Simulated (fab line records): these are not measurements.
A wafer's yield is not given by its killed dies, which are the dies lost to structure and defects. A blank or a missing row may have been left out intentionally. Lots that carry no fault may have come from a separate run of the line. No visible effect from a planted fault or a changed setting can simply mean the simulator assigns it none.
Struck lot and sound lot, side by side / flow n5 finfet / 20 steps out of a route of 1938
Sound: the wafers L333.1, L333.2, L333.4. Struck: wafer L346.6 (left out: L346.1, L346.2 of the same lot, which were not struck); the cause appears at the end.
For every step that has rows: the tool of each side, followed by ch and its chambers, followed by its first start. Under that, the readings that differ: sound wafers / struck wafers / difference of the means / sigmas: that difference in standard deviations of wafers without a fault.
alike: readings whose means differ by less than 2 such deviations, and words and numbers that are the same on both sides. not compared: withheld readings, readings that some wafer has no value for, bounds like >300 that may hide the same value, and numbers for which the record gives no deviation and whose values overlap.
A row with sigmas, a row that says differs or no value, or rows on one side alone: a step with any of these is where the two part. Numbers that don't overlap but have no deviation are shown without sigmas and don't part them. Lack of a reading on every wafer of one side parts them only where that side has two or more wafers.

N5_BEOL_M14_ETCH_67: etches SiARC in CF4, target depth 143 nm, time 238.3 s.
  sound on rie diel-06 ch 0,3, day 10 20:21; struck on rie diel-05 ch 3, day 14 05:58
reading=showerhead plenum p Torr (Torr); sound=2.16 2.12 2.12; struck=2.23; difference=+0.10; sigmas=+2
  alike: chamber pressure mTorr, drypump motor current A, etch rf on time s, oes product au, rf vpp V, throttle valve pct
  not compared: rf hours counter h
then, 4 steps without rows for these wafers: N5_BEOL_M14_ETCH_68 (etches SOC in N2/H2, time 450 s); N5_BEOL_M14_STRIP_69 (strips in N2/H2); N5_BEOL_M14_TRENCH_ETCH_34 (etches SiO2 in C4F8/O2/Ar, target depth 556.65 nm, time 126.9 s); N5_BEOL_M14_STRIP_70 (strips in C4F8/O2/Ar).
N5_BEOL_M14_OCD_MEAS_35:
  struck on ocd-01, day 14 06:33; sound on ocd-02, day 10 20:55
  alike: trench depth nm
then, 4 steps without rows for these wafers: N5_BEOL_M14_STRIP_37 (strips in O2); N5_BEOL_M14_ETCH_38 (etches SiCN in CF4/N2, target depth 106.5 nm, time 120.6 s); N5_BEOL_M14_PRECLEAN_39 (cleans in residue remover, time 60 s); N5_BEOL_M14_SRD_40 (time 30 s, dry time 30 s).
N5_BEOL_M14_DEGAS_41: time 60 s.
  struck on pvd sputter-01, day 14 09:50; sound on pvd sputter-02, day 10 21:20
  alike: heater power w
N5_BEOL_M14_PRE_CLEAN_42: time 30 s.
  struck on pvd sputter-01, day 14 09:53; sound on pvd sputter-02, day 10 21:23
  alike: heater power w
N5_BEOL_M14_SPUTTER_43: material TaN, target thk 15 nm, time 24.19 s.
  struck on pvd sputter-01, day 14 09:55; sound on pvd sputter-02, day 10 21:25
reading=model.TaN_of_BEOL_M14_SPUTTER_43.thk nm (nm); sound=14.6 14.8 14.8; struck=13.2; difference=-1.5; sigmas=
  alike: throttle valve pct
N5_BEOL_M14_SPUTTER_44: material Ta, target thk 15 nm, time 24.19 s.
  struck on pvd sputter-01, day 14 10:00; sound on pvd sputter-02, day 10 21:30
  alike: throttle valve pct
N5_BEOL_M14_SPUTTER_45: material Cu, target thk 100 nm, time 16.67 s.
  struck on pvd sputter-01, day 14 10:05; sound on pvd sputter-02, day 10 21:35
  alike: throttle valve pct
then, 2 steps without rows for these wafers: N5_BEOL_M14_ECD_47 (material Cu, target thk 1248 nm); N5_BEOL_M14_ANNEAL_48 (time 90 s).
N5_BEOL_M14_CMP_49: polishes, stops on SiO2, t overpolish 5.2 s, target thk 560 nm.
  sound on cmp-01 ch 0,1,2, day 10 22:38; struck on cmp-04 ch 0, day 14 11:07
reading=barrier field endpoint s (s); sound=11.91 11.13 11.46; struck=10.58; difference=-0.92; sigmas=-3
reading=clearing platen down force psi (psi); sound=1.996 1.998 1.995; struck=2.006; difference=+0.010; sigmas=+2
  alike: edge zone pressure frac, motor current A
N5_BEOL_M14_THK_MEAS_50: measures by xrf.
  struck on film metro-02, day 14 11:24; sound on film metro-01, day 10 22:54
reading=M14_THK (nm); sound=547 540 531; struck=520; difference=-19; sigmas=-2
next, for these wafers, 1 step has no rows: N5_PASSIVATION_PROBE_49.

WHERE THEY PART
First at N5_BEOL_M14_ETCH_67; last, within this record, at N5_BEOL_M14_THK_MEAS_50.

WHY: what had been put in by the simulator
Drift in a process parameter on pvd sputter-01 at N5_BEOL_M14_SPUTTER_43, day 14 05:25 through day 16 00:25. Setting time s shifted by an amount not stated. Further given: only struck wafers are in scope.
